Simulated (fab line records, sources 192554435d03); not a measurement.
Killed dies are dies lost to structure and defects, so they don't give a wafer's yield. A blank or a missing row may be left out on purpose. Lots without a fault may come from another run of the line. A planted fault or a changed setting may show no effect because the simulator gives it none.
Chamber matching | flow n5_finfet | N5_BEOL_M15_DEP_53 on pecvd-04: 3 sister chambers
The step deposits SiCN from 3MS/NH3, target thk 50 nm, time 17.8 s. 14 wafers are shown with their chamber, then 7 later ones without.

WAFERS WITH THEIR CHAMBER
wafer  | chamber | throttle_valve_pct (%) | rf_fwd_power_W (W) | showerhead_plenum_p_Torr (Torr)
L718.1 | 0       | 19.0                   | 665.6              | 4.138
L718.2 | 1       | 19.2                   | 669.6              | 4.137
L718.4 | 2       | 17.8                   | 670.1              | 4.146
L721.3 | 2       | 17.5                   | 669.3              | 4.146
L721.4 | 2       | 17.4                   | 669.4              | 4.133
L721.6 | 1       | 19.3                   | 667.2              | 4.127
L725.2 | 2       | 17.6                   | 671.2              | 4.146
L725.5 | 1       | 19.4                   | 666.2              | 4.128
L725.6 | 2       | 17.8                   | 668.9              | 4.146
L727.2 | 1       | 19.4                   | 665.3              | 4.116
L727.4 | 2       | 17.8                   | 671.9              | 4.152
L727.5 | 1       | 19.5                   | 666.8              | 4.131
L733.2 | 2       | 17.6                   | 671.3              | 4.136
L733.4 | 2       | 17.9                   | 670.5              | 4.127

SIGNATURES (means of the wafers above)
reading                  | chamber 0 | chamber 1 | chamber 2 | scatter within a chamber
throttle_valve_pct       | 19.000    | 19.360    | 17.675    | 0.156
rf_fwd_power_W           | 665.600   | 667.020   | 670.325   | 1.3
showerhead_plenum_p_Torr | 4.13800   | 4.12780   | 4.14150   | 0.0082
Rule: a wafer's distance from a chamber is the root of the sum, over the readings, of the square of ((its reading less the chamber's mean) divided by the reading's scatter). The wafer belongs to the nearest chamber; if the next one is less than 2 further off, it can't be placed. The scatter: the root of (the sum of the squares of (reading less its chamber's mean) over the shown wafers, divided by (wafers less chambers)).

WAFERS WITHOUT THEIR CHAMBER
wafer  | throttle_valve_pct (%) | rf_fwd_power_W (W) | showerhead_plenum_p_Torr (Torr)
L733.5 | 19.2                   | 667.5              | 4.127
L736.3 | 17.8                   | 666.4              | 4.150
L736.5 | 17.8                   | 667.6              | 4.136
L736.6 | 19.6                   | 667.4              | 4.121
L737.3 | 18.9                   | 669.6              | 4.122
L737.5 | 17.7                   | 671.1              | 4.134
L737.6 | 19.2                   | 670.2              | 4.132

WHICH CHAMBER EACH WENT THROUGH
wafer  | from the rows above     | in truth
L733.5 | can't be placed: 1 or 0 | 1
L736.3 | 2                       | 2
L736.5 | 2                       | 2
L736.6 | 1                       | 1
L737.3 | can't be placed: 1 or 0 | 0
L737.5 | 2                       | 2
L737.6 | can't be placed: 1 or 0 | 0
Placed correctly: 4 of 7. Can't be placed from these rows: 3 (the true chamber is among the candidates in 3). Placed wrongly: 0.
